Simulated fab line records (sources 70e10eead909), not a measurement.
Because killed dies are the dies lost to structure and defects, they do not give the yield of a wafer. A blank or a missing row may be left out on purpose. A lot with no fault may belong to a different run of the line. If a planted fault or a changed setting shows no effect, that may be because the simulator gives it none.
Comparing a struck lot with a sound one || flow nand-harc || 13 out of 1302 route steps
Sound: wafers L854.1, L854.4, L854.6. Struck: wafer L873.5. (L873.2, L873.4 of the same lot were not struck and are left out.) The cause comes at the end.
Each step with rows lists, per side, the tool, then ch with its chambers, then its first start. Under that, the readings that differ: sound wafers || struck wafers || difference of the means || sigmas: that difference in standard deviations of wafers without a fault.
alike: readings with means less than 2 such deviations apart, plus words and numbers identical on both sides. not compared: withheld readings, readings lacking a value on some wafer, bounds such as >300 that could conceal the same value, and numbers that have no deviation in the record and whose values overlap.
A row with sigmas, a row that says differs or no value, or rows on one side alone: a step with any of these is where the two part. Non-overlapping numbers with no deviation appear without sigmas and do not part them. A reading that every wafer of one side lacks parts them only if that side has two wafers or more.

NHARC_A_BONDPAD_DEGAS_25: time 60 s.
  struck on pvd-sputter-02, day 31 04:14; sound on pvd-sputter-01, day 23 05:31
  alike: heater-power-w
NHARC_A_BONDPAD_PRE_CLEAN_26: time 30 s.
  sound on pvd-sputter-01; struck on pvd-sputter-02
  alike: heater-power-w
NHARC_A_BONDPAD_PVD_17: deposits TaN, target thk 5 nm, time 8.06 s.
  sound on pvd-sputter-01; struck on pvd-sputter-02
  alike: cathode-dc-power-W, chamber-pressure-pa, throttle-valve-pct
NHARC_A_BONDPAD_PVD_27: deposits Cu, target thk 30 nm, time 20.49 s.
  sound on pvd-sputter-01; struck on pvd-sputter-02
{"reading": "chamber-pressure-pa (Pa)", "sound": "5.017 5.011 5.021", "struck": 4.975, "difference": -0.041, "sigmas": -4}
  alike: cathode-dc-power-W, throttle-valve-pct
then, 2 steps without rows for these wafers: NHARC_A_BONDPAD_ECD_18 (material Cu, target thk 400 nm); NHARC_A_BONDPAD_ANNEAL_28 (time 90 s).
NHARC_A_BONDPAD_CMP_19: polishes, t overpolish 30 s, cu recess touch 16 s, target thk 169.82 nm.
  sound on cmp-02 ch 1,3, day 23 06:43; struck on cmp-04 ch 0, day 31 05:19
{"reading": "overpolish-run-s (s)", "sound": "30.003 30.016 30.012", "struck": 29.988, "difference": -0.022, "sigmas": -2}
  alike: motor-current-A
NHARC_A_BONDPAD_THK_MEAS_20: measures by xrf.
  struck on film-metro-01, day 31 05:38; sound on film-metro-01, day 23 07:02
  alike: thk-nm
then, 1 step without rows for these wafers: NHARC_A_BONDPAD_SRD_21 (time 30 s, dry time 20 s).
NHARC_A_BONDPAD_INSPECT_23:
  struck on defect-inspect-02, day 31 05:51; sound on defect-inspect-01, day 23 07:14
  alike: raw-defect-count
NHARC_HYBRID_BOND_ACTIVATE_00: chemistry N2, time 60 s.
  sound on rie-diel-03 ch 0,2,3, day 23 07:18; struck on rie-diel-03 ch 3, day 31 05:55
{"reading": "run-length-s (s)", "sound": "81.5 80.9 81.5", "struck": 79.4, "difference": -1.9, "sigmas": -4}
  alike: drypump-motor-current-A, oes-product-au, rf-vpp-V, showerhead-plenum-p-Torr
  not compared: rf-hours-counter-h
then, 2 steps without rows for these wafers: NHARC_HYBRID_BOND_PRECLEAN_01 (cleans in DIW, time 300 s); NHARC_END_SORT_01.

WHERE THEY PART
Last at NHARC_HYBRID_BOND_ACTIVATE_00 as far as this record goes, first at NHARC_A_BONDPAD_PVD_27.

WHY: whatever the simulator had introduced
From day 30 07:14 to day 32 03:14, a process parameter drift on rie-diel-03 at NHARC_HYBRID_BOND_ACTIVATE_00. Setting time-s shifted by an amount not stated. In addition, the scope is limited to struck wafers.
